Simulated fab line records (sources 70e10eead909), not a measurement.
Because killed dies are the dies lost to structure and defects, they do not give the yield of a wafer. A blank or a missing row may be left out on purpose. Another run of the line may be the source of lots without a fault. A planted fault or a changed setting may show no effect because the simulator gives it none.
Chamber matching :: flow nand_harc :: rie_si-04 running NHARC_P_GATE_ETCH_32: 4 sister chambers
The step etches the open film in HBr/Cl2, target depth 150 nm, time 100.1 s. 4 wafers are shown with their chamber, then 8 later ones without.

## WAFERS PAIRED WITH THEIR CHAMBERS
wafer: L081.6
chamber: 3
drypump_motor_current_A (A): 5.3

wafer: L082.4
chamber: 0
drypump_motor_current_A (A): 5.4

wafer: L082.6
chamber: 1
drypump_motor_current_A (A): 4.8

wafer: L090.1
chamber: 2
drypump_motor_current_A (A): 5.7

## WAFERS MISSING THEIR CHAMBER
wafer: L090.2
drypump_motor_current_A (A): 5.3

wafer: L090.6
drypump_motor_current_A (A): 5.6

wafer: L095.1
drypump_motor_current_A (A): 4.8

wafer: L095.4
drypump_motor_current_A (A): 5.2

wafer: L095.5
drypump_motor_current_A (A): 4.8

wafer: L097.1
drypump_motor_current_A (A): 5.6

wafer: L097.2
drypump_motor_current_A (A): 5.4

wafer: L097.4
drypump_motor_current_A (A): 5.2

## THE CHAMBER EACH PASSED THROUGH
wafer: L090.2
from the rows above: can't be placed: 3 or 0
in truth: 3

wafer: L090.6
from the rows above: can't be placed: 2 or 0
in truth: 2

wafer: L095.1
from the rows above: 1
in truth: 1

wafer: L095.4
from the rows above: can't be placed: 3 or 0
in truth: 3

wafer: L095.5
from the rows above: 1
in truth: 1

wafer: L097.1
from the rows above: can't be placed: 2 or 0
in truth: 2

wafer: L097.2
from the rows above: can't be placed: 0 or 3
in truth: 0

wafer: L097.4
from the rows above: can't be placed: 3 or 0
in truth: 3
2 of 8 placed correctly. These rows do not allow placing 6 (true chamber among the candidates in 6). Placed wrongly: 0.
How it was worked out, from the rows above alone: a wafer's distance from a chamber is the root of the sum, over the readings, of the square of ((its reading less the chamber's mean) divided by the reading's scatter). If the next closest chamber is less than 2 further off than the closest, the wafer can't be placed; otherwise it belongs to the closest. The mean given for a chamber averages the wafers shown for that chamber. The scatter: root of mean squared gap, hidden wafer to nearest shown wafer, with one shown wafer a chamber.
